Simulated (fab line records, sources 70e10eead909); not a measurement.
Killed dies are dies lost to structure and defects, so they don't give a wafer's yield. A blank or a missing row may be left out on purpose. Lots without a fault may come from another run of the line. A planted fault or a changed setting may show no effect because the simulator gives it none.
A struck lot beside a sound one | flow nand_harc | 15 steps out of a route of 1302
Sound: wafers L338.2, L338.3, L338.6. Struck: wafers L343.1, L343.4, L343.5. The cause comes at the end.
At each step with rows: each side's tool, then ch and its chambers, then its first start. Under that, the readings that differ: sound wafers | struck wafers | difference of the means | sigmas: that difference in standard deviations of wafers without a fault.
alike: readings whose means differ by less than 2 such deviations, and words and numbers that are the same on both sides. not compared: withheld readings, readings that some wafer has no value for, bounds like >300 that may hide the same value, and numbers for which the record gives no deviation and whose values overlap.
The two part at a step that has a row with sigmas, a row that says differs or no value, or rows on one side only. Numbers that don't overlap but have no deviation are shown without sigmas and don't part them. A reading that every wafer of one side lacks parts them only if that side has two wafers or more.

first, 7 steps without rows for these wafers: NHARC_A_BLC_COAT_03 (time 65 s); NHARC_A_BLC_COAT_04 (resist thk 90 nm); NHARC_A_BLC_SOFTBAKE_05 (time 55 s); NHARC_A_BLC_EBR_06; NHARC_A_BLC_EXPOSE_07 (exposes mask A BLC, target cd 100 nm); NHARC_A_BLC_PEB_08 (peb time 65 s); NHARC_A_BLC_DEVELOP_09 (develop time 35 s).
NHARC_A_BLC_CD_MEAS_10: target cd 100 nm.
  sound on cd_sem-03 ch 0, day 24 16:48; struck on cd_sem-03 ch 0, day 27 01:19
  alike: cd_nm
NHARC_A_BLC_OVL_MEAS_11:
  sound on overlay-01, day 24 16:53; struck on overlay-02, day 27 01:25
  reading           | sound       | struck         | difference | sigmas
  overlay_y_nm (nm) | 0.1 0.5 0.5 | -1.4 -1.4 -1.4 | -1.8       | -2
  alike: overlay_x_nm
NHARC_A_BLC_INSPECT_12:
  sound on defect_inspect-01, day 24 16:56; struck on defect_inspect-01, day 27 01:27
  alike: raw_defect_count
NHARC_A_BLC_DESCUM_15: chemistry O2, time 3 s.
  sound on rie_diel-05 ch 1,2,3, day 24 16:59; struck on rie_diel-05 ch 1,3, day 27 01:31
  alike: drypump_motor_current_A, oes_product_au, rf_vpp_V, showerhead_plenum_p_Torr, throttle_valve_pct
  not compared: rf_hours_counter_h
NHARC_A_BLC_ETCH_16: etches the open film in CF4, target depth 39 nm, time 65 s.
  sound on rie_diel-05 ch 0,1, day 24 17:04; struck on rie_diel-05 ch 2,3, day 27 01:35
  reading               | sound             | struck            | difference | sigmas
  oes_product_au (a.u.) | 0.992 0.992 0.990 | 1.009 1.017 1.008 | +0.020     | +3
  alike: bias_w, cf4_flow_sccm, drypump_motor_current_A, rf_vpp_V, showerhead_plenum_p_Torr, throttle_valve_pct
  not compared: rf_hours_counter_h
NHARC_A_BLC_ETCH_17: etches the open film in N2/H2, target depth 390 nm, time 609.38 s.
  sound on rie_diel-05 ch 0,3, day 24 17:10; struck on rie_diel-05 ch 1,2, day 27 01:41
  no value came back on the struck wafers for any of 7 readings (bias_w (W), chamber_pressure_mTorr (mTorr) and others); on the sound wafers bias_w (W) reads 149.8 150.3 149.2
  not compared: rf_hours_counter_h
NHARC_A_BLC_ETCH_18: etches the open film in C4F8/O2/Ar, target depth 910 nm.
  sound on rie_diel-05 ch 0,1; struck on rie_diel-05 ch 0,1
  alike: bias_w, chamber_pressure_mTorr, oes_product_au, rf_vpp_V
  not compared: rf_hours_counter_h
NHARC_END_SORT_01:
  the record has rows for the struck wafers here (prober-01 ch 0, day 28 19:44) and none for the sound ones

WHERE THEY PART
First at NHARC_A_BLC_OVL_MEAS_11; last, within this record, at NHARC_END_SORT_01.

WHY: what the simulator had put in
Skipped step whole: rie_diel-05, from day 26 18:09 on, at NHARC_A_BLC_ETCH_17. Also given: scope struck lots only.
